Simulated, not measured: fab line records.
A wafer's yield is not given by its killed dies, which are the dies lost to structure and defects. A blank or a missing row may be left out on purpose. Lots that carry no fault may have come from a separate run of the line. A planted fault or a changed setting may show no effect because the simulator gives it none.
2 desks, one fault :: flow n5-finfet :: every desk sees just its own numbers, and what lay behind them comes last

== TOOL OWNER'S DESK, pecvd-01 ==
The tool's own readings at N5_FIN_SAQP_PECVD_48 (deposits SiNx from SiH4/NH3/N2, target thk 25 nm, time 22.1 s): means of the sampled wafers that have a number, for each lot that ran on this tool. Marked OUT: a lot whose mean sits more than 4 standard deviations from the usual mean, which makes it out of limits; the brackets give that distance.
Columns: A = chamber-pressure-Torr at N5_FIN_SAQP_PECVD_48, usual 1.500 Torr; B = heater-power-w at N5_FIN_SAQP_PECVD_48, usual 797 W; C = showerhead-plenum-p-Torr at N5_FIN_SAQP_PECVD_48, usual 5.16 Torr; D = showerhead-vpp-V at N5_FIN_SAQP_PECVD_48, usual 1027 V; E = throttle-valve-pct at N5_FIN_SAQP_PECVD_48, usual 39.4 %
lot: L389
first seen here: day 3 15:27
A: 1.497
B: 810
C: 5.13
D: 1031
E: 40.0

lot: L391
first seen here: day 4 04:15
A: 1.501
B: 693
C: 5.17
D: 1004
E: 38.9

lot: L392
first seen here: day 4 09:19
A: 1.501
B: 765
C: 5.13
D: 1029
E: 39.9

lot: L395
first seen here: day 5 06:28
A: 1.500
B: 802
C: 5.14
D: 1037
E: 39.8

lot: L398
first seen here: day 5 22:52
A: 1.498
B: 723
C: 5.15
D: 1019
E: 39.3
This desk found nothing out of limits on any of the 5 lots.

== AT THE METROLOGY DESK ==
What the gauges read, lot by lot, whatever tool the lot ran on: means of the sampled wafers that have a number. Marked OUT: a lot whose mean sits more than 4 standard deviations from the usual mean, which makes it out of limits; the brackets give that distance.
Columns: A = FIN_CORE_OVL at N5_FIN_SAQP_OVL_MEAS_17, usual -0.3 nm
lot: L389
first seen here: day 3 15:58
A: -0.7

lot: L391
first seen here: day 4 04:57
A: -1.1

lot: L392
first seen here: day 4 09:51
A: -0.9

lot: L395
first seen here: day 5 07:13
A: -0.5

lot: L398
first seen here: day 5 23:32
A: 0.9

lot: L399
first seen here: day 6 03:44
A: -0.6

lot: L402
first seen here: day 6 22:10
A: 0.0

lot: L403
first seen here: day 7 05:31
A: -1.1

lot: L404
first seen here: day 7 09:19
A: -0.7

lot: L405
first seen here: day 7 19:13
A: -0.5
This desk found nothing out of limits on any of the 10 lots.

== ALL TOGETHER ==
The desk of the tool owner found nothing out of limits.
Nothing out of limits was seen by the metrology desk.

== WHAT HAD BEEN PUT IN BY THE SIMULATOR ==
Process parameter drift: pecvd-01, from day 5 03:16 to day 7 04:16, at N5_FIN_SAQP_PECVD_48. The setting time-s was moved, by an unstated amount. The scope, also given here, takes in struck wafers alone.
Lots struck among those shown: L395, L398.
